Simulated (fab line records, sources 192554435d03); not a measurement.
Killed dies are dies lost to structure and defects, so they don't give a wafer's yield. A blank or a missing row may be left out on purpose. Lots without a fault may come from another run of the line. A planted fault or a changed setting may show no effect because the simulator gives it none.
Chamber matching | flow n5_finfet | N5_PASSIVATION_PECVD_35 on pecvd-02: 3 sister chambers
The step deposits SiNx from SiH4/NH3/N2, target thk 700 nm, time 151.3 s. 16 wafers are shown with their chamber, then 8 later ones without.

WAFERS WITH THEIR CHAMBER
wafer  | chamber | throttle_valve_pct (%) | showerhead_plenum_p_Torr (Torr) | heater_power_w (W)
L075.2 | 0       | 30.1                   | 8.63                            | 498
L075.3 | 2       | 29.0                   | 8.67                            | 407
L075.6 | 0       | 30.0                   | 8.65                            | 339
L077.2 | 2       | 29.1                   | 8.70                            | 372
L077.3 | 1       | 31.3                   | 8.65                            | 293
L077.5 | 1       | 31.7                   | 8.65                            | 317
L079.4 | 1       | 31.8                   | 8.66                            | 338
L079.5 | 0       | 29.9                   | 8.66                            | 412
L079.6 | 2       | 29.1                   | 8.70                            | 402
L080.3 | 2       | 29.1                   | 8.70                            | 326
L080.4 | 2       | 29.3                   | 8.71                            | 371
L080.6 | 1       | 31.5                   | 8.68                            | 226
L093.1 | 2       | 29.0                   | 8.71                            | 376
L093.3 | 1       | 31.6                   | 8.64                            | 350
L093.4 | 2       | 29.2                   | 8.71                            | 401
L096.1 | 2       | 29.4                   | 8.70                            | 404

SIGNATURES (means of the wafers above)
reading                  | chamber 0 | chamber 1 | chamber 2 | scatter within a chamber
throttle_valve_pct       | 30.000    | 31.580    | 29.150    | 0.154
showerhead_plenum_p_Torr | 8.6467    | 8.6560    | 8.7000    | 0.0141
heater_power_w           | 416.33    | 304.80    | 382.38    | 46.1
Rule: a wafer's distance from a chamber is the root of the sum, over the readings, of the square of ((its reading less the chamber's mean) divided by the reading's scatter). The wafer belongs to the nearest chamber; if the next one is less than 2 further off, it can't be placed. The scatter: the root of (the sum of the squares of (reading less its chamber's mean) over the shown wafers, divided by (wafers less chambers)).

WAFERS WITHOUT THEIR CHAMBER
wafer  | throttle_valve_pct (%) | showerhead_plenum_p_Torr (Torr) | heater_power_w (W)
L096.2 | 30.1                   | 8.66                            | 408
L096.3 | 31.5                   | 8.67                            | 355
L096.4 | 31.7                   | 8.66                            | 217
L096.5 | 29.5                   | 8.70                            | 277
L096.6 | 30.1                   | 8.67                            | 441
L097.3 | 31.5                   | 8.64                            | 238
L097.4 | 29.5                   | 8.71                            | 384
L097.5 | 31.7                   | 8.67                            | 277

WHICH CHAMBER EACH WENT THROUGH
wafer  | from the rows above | in truth
L096.2 | 0                   | 0
L096.3 | 1                   | 1
L096.4 | 1                   | 1
L096.5 | 2                   | 2
L096.6 | 0                   | 0
L097.3 | 1                   | 1
L097.4 | 2                   | 2
L097.5 | 1                   | 1
Placed correctly: 8 of 8. Can't be placed from these rows: 0. Placed wrongly: 0.
